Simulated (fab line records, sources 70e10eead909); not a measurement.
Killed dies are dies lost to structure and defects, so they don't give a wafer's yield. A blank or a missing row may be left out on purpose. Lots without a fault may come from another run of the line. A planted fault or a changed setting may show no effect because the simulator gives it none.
Which tool did it? | flow nand_harc | 13 lots, 39 wafers sampled, at 5 steps of a route of 1302

WHAT THE GAUGES READ, wafer by wafer
NHARC_P_GATE_INSPECT_28. Usual: raw_defect_count 5.9, standard deviation 2.6.
lot  | measured     | on                | raw_defect_count | flag
L378 | day 4 23:49  | defect_inspect-02 | 6 8 8            |
L382 | day 6 16:18  | defect_inspect-02 | 4 5 7            |
L391 | day 10 07:15 | defect_inspect-02 | 3 6 5            |
L393 | day 11 04:32 | defect_inspect-01 | 4 9 5            |
L392 | day 11 04:43 | defect_inspect-01 | 5 2 9            |
L394 | day 11 21:32 | defect_inspect-01 | 9 9 1            |
L395 | day 12 08:46 | defect_inspect-01 | 7 6 10           |
L396 | day 12 11:41 | defect_inspect-01 | 4 4 4            |
L397 | day 13 01:05 | defect_inspect-02 | 6 4 12           |
L398 | day 13 09:23 | defect_inspect-02 | 4 2 2            |
L399 | day 13 14:26 | defect_inspect-02 | 8 6 11           |
L400 | day 14 09:08 | defect_inspect-02 | 11 6 3           |
L401 | day 14 12:54 | defect_inspect-01 | 5 7 5            |

NHARC_P_GATE_CD_MEAS_46: target cd 720 nm. Usual: cd_nm 720.0 nm, standard deviation 2.5.
lot  | measured     | on        | cd_nm (nm)        | flag
L378 | day 5 13:14  | cd_sem-02 | 720.8 721.1 720.8 |
L382 | day 7 04:09  | cd_sem-03 | 716.0 717.0 719.0 |
L391 | day 10 19:06 | cd_sem-03 | 722.4 718.8 718.5 |
L393 | day 11 16:20 | cd_sem-02 | 723.1 720.0 718.9 |
L392 | day 11 16:40 | cd_sem-03 | 719.9 715.8 714.5 |
L394 | day 12 09:19 | cd_sem-02 | 715.7 719.5 717.3 |
L395 | day 12 20:38 | cd_sem-01 | 720.3 717.5 718.1 |
L396 | day 12 23:33 | cd_sem-01 | 722.9 721.9 724.6 |
L397 | day 13 12:50 | cd_sem-03 | 724.4 721.0 718.6 |
L398 | day 13 21:31 | cd_sem-01 | 719.9 719.9 717.6 |
L399 | day 14 02:13 | cd_sem-03 | 720.1 719.0 721.7 |
L400 | day 14 21:01 | cd_sem-03 | 718.6 717.8 719.4 |
L401 | day 15 00:47 | cd_sem-03 | 718.0 719.0 716.6 |

NHARC_P_GATE_CD_MEAS_59: target cd 720 nm. Usual: cd_nm 719.2 nm, standard deviation 2.4.
lot  | measured     | on        | cd_nm (nm)        | flag
L378 | day 5 15:00  | cd_sem-01 | 720.1 721.1 723.6 |
L382 | day 7 05:47  | cd_sem-02 | 784.1 785.6 786.2 | OFF
L391 | day 10 20:43 | cd_sem-02 | 719.1 717.9 716.3 |
L393 | day 11 17:59 | cd_sem-02 | 716.6 718.6 716.4 |
L392 | day 11 18:29 | cd_sem-03 | 715.7 721.4 720.6 |
L394 | day 12 11:08 | cd_sem-01 | 716.8 719.1 715.2 |
L395 | day 12 22:17 | cd_sem-02 | 718.8 720.3 718.6 |
L396 | day 13 01:12 | cd_sem-01 | 716.9 715.7 718.6 |
L397 | day 13 14:36 | cd_sem-02 | 718.4 718.7 714.9 |
L398 | day 13 23:11 | cd_sem-01 | 724.9 719.2 715.9 |
L399 | day 14 03:52 | cd_sem-03 | 721.4 719.6 719.9 |
L400 | day 14 22:45 | cd_sem-02 | 717.6 719.4 718.6 |
L401 | day 15 02:32 | cd_sem-02 | 718.7 720.8 721.2 |

WHICH TOOL RAN EACH LOT (tool, then ch and the chambers of the sampled wafers, then the start)
lot  | NHARC_P_GATE_STRIP_111               | NHARC_P_GATE_EXPOSE_56
L378 | plasma_asher-02 ch 0,1, day 5 13:46  | krf_scanner-04 ch 0, day 5 14:50
L382 | plasma_asher-01 ch 0,1, day 7 04:41  | krf_scanner-01 ch 0, day 7 05:38
L391 | plasma_asher-02 ch 0,1, day 10 19:40 | krf_scanner-04 ch 0, day 10 20:34
L393 | plasma_asher-01 ch 0,1, day 11 17:02 | krf_scanner-04 ch 0, day 11 17:50
L392 | plasma_asher-01 ch 0,1, day 11 17:21 | krf_scanner-01 ch 0, day 11 18:19
L394 | plasma_asher-02 ch 0,1, day 12 09:54 | krf_scanner-04 ch 0, day 12 10:58
L395 | plasma_asher-01 ch 1, day 12 21:13   | krf_scanner-04 ch 0, day 12 22:07
L396 | plasma_asher-02 ch 0,1, day 13 00:11 | krf_scanner-04 ch 0, day 13 01:03
L397 | plasma_asher-01 ch 0, day 13 13:22   | krf_scanner-03 ch 0, day 13 14:26
L398 | plasma_asher-01 ch 0,1, day 13 22:04 | krf_scanner-03 ch 0, day 13 23:01
L399 | plasma_asher-01 ch 0,1, day 14 02:54 | krf_scanner-03 ch 0, day 14 03:43
L400 | plasma_asher-02 ch 0,1, day 14 21:42 | krf_scanner-03 ch 0, day 14 22:35
L401 | plasma_asher-02 ch 0,1, day 15 01:21 | krf_scanner-01 ch 0, day 15 02:22
- NHARC_P_GATE_STRIP_111: strips in N2/H2, time 250 s.
- NHARC_P_GATE_EXPOSE_56: exposes mask P PSD, target cd 720 nm.

WHAT THE TOOLS THEMSELVES READ (means of the sampled wafers that have a number; where no wafer has one, the mark that the record gives instead)
NHARC_P_GATE_STRIP_111. Usual: drypump_motor_current_A 5.7 A, standard deviation 0.32; heater_power_w 92 W, standard deviation 10; rf_refl_power_W 19 W, standard deviation 5.2.
lot  | tool            | drypump_motor_current_A (A) | heater_power_w (W) | rf_refl_power_W (W) | flag
L378 | plasma_asher-02 | 5.6                         | 92                 | 20                  |
L382 | plasma_asher-01 | 5.9                         | 86                 | 17                  |
L391 | plasma_asher-02 | 5.8                         | 95                 | 17                  |
L393 | plasma_asher-01 | 5.9                         | 88                 | 17                  |
L392 | plasma_asher-01 | 5.9                         | 88                 | 17                  |
L394 | plasma_asher-02 | 5.8                         | 93                 | 17                  |
L395 | plasma_asher-01 | 6.0                         | 79                 | 13                  |
L396 | plasma_asher-02 | 5.8                         | 92                 | 18                  |
L397 | plasma_asher-01 | 5.4                         | 104                | 24                  |
L398 | plasma_asher-01 | 5.9                         | 89                 | 16                  |
L399 | plasma_asher-01 | 5.6                         | 96                 | 20                  |
L400 | plasma_asher-02 | 5.7                         | 92                 | 17                  |
L401 | plasma_asher-02 | 5.6                         | 91                 | 19                  |

NHARC_P_GATE_EXPOSE_56. Usual: exposure_dose_mJ_cm2 14.813, standard deviation 0.014.
lot  | tool           | exposure_dose_mJ_cm2 | flag
L378 | krf_scanner-04 | 14.806               |
L382 | krf_scanner-01 | 14.808               |
L391 | krf_scanner-04 | 14.820               |
L393 | krf_scanner-04 | 14.804               |
L392 | krf_scanner-01 | 14.805               |
L394 | krf_scanner-04 | 14.817               |
L395 | krf_scanner-04 | 14.824               |
L396 | krf_scanner-04 | 14.822               |
L397 | krf_scanner-03 | 14.784               |
L398 | krf_scanner-03 | 14.791               |
L399 | krf_scanner-03 | 14.809               |
L400 | krf_scanner-03 | 14.829               |
L401 | krf_scanner-01 | 14.808               |

THE ANSWER, worked out from the rows above alone
Rule: a lot is off if the mean of its wafers that have a number lies more than 3 standard deviations from the usual mean. A lot without any number at a reading at which 4 lots or more have one is off too. The other lots that the step has rows for count as sound. The gauges are gone through in route order, then the tools' own readings, and for those a lot's mean is taken as printed above. The first step at which some lot is off is used, and at that step the reading that is off furthest; a lot without a number counts as furthest.
Off: L382, at NHARC_P_GATE_CD_MEAS_59 (cd_nm).
A tool fits if, at a process step before that reading, it ran every lot that is off, and no sound lot after the first of them. The gauges at NHARC_P_GATE_CD_MEAS_59 are tried like those tools. None of those tried fits.

WHAT THE SIMULATOR HAD PUT IN
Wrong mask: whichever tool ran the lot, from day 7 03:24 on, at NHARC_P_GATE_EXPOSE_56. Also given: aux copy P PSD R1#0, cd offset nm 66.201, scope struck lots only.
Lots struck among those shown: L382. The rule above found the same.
